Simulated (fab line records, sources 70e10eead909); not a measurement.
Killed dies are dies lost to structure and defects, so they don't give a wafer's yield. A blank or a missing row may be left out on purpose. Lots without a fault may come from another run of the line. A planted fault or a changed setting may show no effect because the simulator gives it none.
Chamber matching | flow nand_harc | NHARC_A_CONTACT_CMP_20 on cmp-04: 4 sister chambers
The step polishes, t overpolish 30 s, target thk 300 nm. 8 wafers are shown with their chamber, then 12 later ones without.

WAFERS WITH THEIR CHAMBER
wafer  | chamber | motor_current_A (A) | overpolish_run_s (s)
L088.5 | 3       | 12.2                | 30.015
L086.5 | 1       | 11.6                | 30.021
L087.1 | 2       | 12.1                | 30.007
L087.2 | 3       | 11.7                | 29.990
L087.4 | 1       | 11.1                | 30.001
L091.2 | 2       | 11.6                | 30.010
L091.3 | 0       | 11.1                | 29.989
L091.6 | 0       | 10.9                | 30.000

WAFERS WITHOUT THEIR CHAMBER
wafer  | motor_current_A (A) | overpolish_run_s (s)
L093.1 | 11.1                | 29.997
L093.2 | 12.1                | 29.996
L093.4 | 10.9                | 30.007
L093.3 | 11.7                | 30.006
L093.5 | 11.4                | 29.996
L093.6 | 11.5                | 29.996
L095.3 | 12.4                | 29.993
L095.5 | 11.1                | 29.984
L095.6 | 11.6                | 30.013
L097.1 | 11.6                | 30.003
L097.2 | 12.5                | 30.004
L097.4 | 11.4                | 30.012

WHICH CHAMBER EACH WENT THROUGH
wafer  | from the rows above               | in truth
L093.1 | can't be placed: 0 or 1           | 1
L093.2 | can't be placed: 3 or 2 or 1      | 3
L093.4 | can't be placed: 0 or 1 or 2      | 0
L093.3 | can't be placed: 2 or 3 or 1 or 0 | 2
L093.5 | can't be placed: 1 or 0 or 2 or 3 | 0
L093.6 | can't be placed: 1 or 2 or 3 or 0 | 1
L095.3 | can't be placed: 3 or 2           | 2
L095.5 | can't be placed: 0 or 1           | 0
L095.6 | can't be placed: 1 or 2 or 3 or 0 | 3
L097.1 | can't be placed: 2 or 1 or 3 or 0 | 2
L097.2 | can't be placed: 3 or 2 or 1      | 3
L097.4 | can't be placed: 1 or 2 or 3 or 0 | 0
Placed correctly: 0 of 12. Can't be placed from these rows: 12 (the true chamber is among the candidates in 12). Placed wrongly: 0.
How it was worked out, from the rows above alone: a wafer's distance from a chamber is the root of the sum, over the readings, of the square of ((its reading less the chamber's mean) divided by the reading's scatter). The wafer belongs to the nearest chamber; if the next one is less than 2 further off, it can't be placed. A chamber's mean is the mean of its shown wafers. The scatter: the root of (the sum of the squares of (reading less its chamber's mean) over the shown wafers, divided by (wafers less chambers)).
